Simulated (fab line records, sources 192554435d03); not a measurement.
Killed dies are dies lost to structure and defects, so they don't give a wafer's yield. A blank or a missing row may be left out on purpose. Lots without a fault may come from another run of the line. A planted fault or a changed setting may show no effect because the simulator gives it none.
Split-lot experiment | flow n5_finfet | 7 lots, 39 wafers read, on a route of 1938 steps

THE SPLIT
At N5_BEOL_M9_ETCH_66 (etches SOC in N2/H2, target depth 80 nm, overetch 16 nm, time 120 s), the setting time_s was moved away from the recipe's 120 s on 12 of the 39 wafers read, by -30.7% to +17.7%. The other wafers ran this setting at the recipe's value.

The reading is taken at the split's own step.

THE READING
SiARC_of_BEOL_M9_COAT_64.thk_nm (the simulator's own value, which no gauge read), in nm, at N5_BEOL_M9_ETCH_66 (etches SOC in N2/H2, target depth 80 nm, overetch 16 nm, time 120 s). The file gives no usual value for it. The 27 wafers here that ran the recipe average 6.5 nm, standard deviation 0.14 nm.

wafer  | tool, chamber at the split | time_s as run, s | against the recipe | SiARC_of_BEOL_M9_COAT_64.thk_nm, nm | against lot-mates on the recipe
L074.1 | rie_diel-05, 2,1,2         | 120              | recipe             | 6.6                                 | -
L074.5 | rie_diel-05, 2,1,2         | 120              | recipe             | 6.6                                 | -
L074.6 | rie_diel-05, 2,1,2         | 120              | recipe             | 6.6                                 | -
L074.2 | rie_diel-05, 0,3           | 141.2            | +17.7%             | 5.4                                 | -1.2
L074.3 | rie_diel-05, 0,3           | 141.2            | +17.7%             | 5.4                                 | -1.2
L074.4 | rie_diel-05, 1             | 141.2            | +17.7%             | 5.6                                 | -1.0
L077.1 | rie_diel-05, 0,3           | 120              | recipe             | 6.4                                 | -
L077.4 | rie_diel-05, 0,3           | 120              | recipe             | 6.4                                 | -
L077.2 | rie_diel-05, 1,2           | 83.14            | -30.7%             | 8.2                                 | +1.7
L077.5 | rie_diel-05, 1,2           | 83.14            | -30.7%             | 8.2                                 | +1.7
L077.3 | rie_diel-05, 2             | 83.14            | -30.7%             | 8.4                                 | +1.9
L077.6 | rie_diel-05, 3             | 120              | recipe             | 6.6                                 | -
L080.1 | rie_diel-04, 0,1,2         | 120              | recipe             | 6.4                                 | -
L080.4 | rie_diel-04, 0,1,2         | 120              | recipe             | 6.4                                 | -
L080.6 | rie_diel-04, 0,1,2         | 120              | recipe             | 6.4                                 | -
L080.2 | rie_diel-04, 3             | 120              | recipe             | 6.8                                 | -
L080.5 | rie_diel-04, 3             | 120              | recipe             | 6.8                                 | -
L080.3 | rie_diel-04, 2             | 120              | recipe             | 6.2                                 | -
L081.1 | rie_diel-05, 2,3,1,2       | 120              | recipe             | 6.6                                 | -
L081.2 | rie_diel-05, 2,3,1,2       | 120              | recipe             | 6.6                                 | -
L081.4 | rie_diel-05, 2,3,1,2       | 120              | recipe             | 6.6                                 | -
L081.6 | rie_diel-05, 2,3,1,2       | 120              | recipe             | 6.6                                 | -
L081.3 | rie_diel-05, 0,3           | 120              | recipe             | 6.4                                 | -
L081.5 | rie_diel-05, 0,3           | 120              | recipe             | 6.4                                 | -
L084.1 | rie_diel-04, 0,1           | 98.17            | -18.2%             | 7.6                                 | +1.0
L084.2 | rie_diel-04, 0,1           | 98.17            | -18.2%             | 7.6                                 | +1.0
L084.3 | rie_diel-04, 3             | 120              | recipe             | 6.8                                 | -
L084.4 | rie_diel-04, 0             | 120              | recipe             | 6.4                                 | -
L084.5 | rie_diel-04, 3             | 98.17            | -18.2%             | 7.8                                 | +1.2
L084.6 | rie_diel-04, 1             | 120              | recipe             | 6.6                                 | -
L088.1 | rie_diel-02, 1,3,3         | 120              | recipe             | 6.6                                 | -
L088.3 | rie_diel-02, 1,3,3         | 120              | recipe             | 6.6                                 | -
L088.5 | rie_diel-02, 1,3,3         | 120              | recipe             | 6.6                                 | -
L088.2 | rie_diel-02, 2             | 100.9            | -15.9%             | 7.6                                 | +1.0
L088.6 | rie_diel-02, 2             | 100.9            | -15.9%             | 7.6                                 | +1.0
L088.4 | rie_diel-02, 0             | 100.9            | -15.9%             | 7                                   | +0.4
L096.2 | rie_diel-05, 1,2,1         | 120              | recipe             | 6.6                                 | -
L096.3 | rie_diel-05, 1,2,1         | 120              | recipe             | 6.6                                 | -
L096.5 | rie_diel-05, 1,2,1         | 120              | recipe             | 6.6                                 | -
Where a row lists several chambers, the file gives one row for several wafers and doesn't say which wafer went through which chamber.

THE FIT
A straight line over all 39 wafers: SiARC_of_BEOL_M9_COAT_64.thk_nm changes by -0.0577 nm for each +1% of time_s; r = -0.97; the points scatter about the line by 0.16 nm.
The same after taking each lot's own level away (the mean of its wafers on the recipe; 39 wafers): -0.0589 nm for each +1%; r = -0.98; scatter 0.15 nm.
On that fit, the largest move of time_s shifts the reading by 1.8 nm.
The lots' own levels span 6.47 to 6.60 nm, that is 1.0 times the standard deviation above.
So the lot-to-lot level changes the slope little: the two slopes agree.
Check: with one of the wafers moved furthest among these (-30.7%) left out of the fit, the line predicts +1.8 nm for it against its lot-mates. It came out at +1.73 nm against them.

OTHER SPLITS ON THESE WAFERS
These wafers also went through other splits before the reading. Each is held against what the fit with the lots' levels taken away leaves over:
other split on the same wafers    | wafers away from the commonest value | r with SiARC_of_BEOL_M9_COAT_64.thk_nm (lot level and that fit taken away)
N5_BEOL_M3_ETCH_64 time_s         | 15                                   | +0.04
N5_BEOL_M7_HM_DEP_02 target_thk_a | 12                                   | -0.09

THE FILE'S OWN FIT
SiARC_of_BEOL_M9_COAT_64.thk_nm changes by -0.0584 nm for each +1% of time_s, r = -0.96.
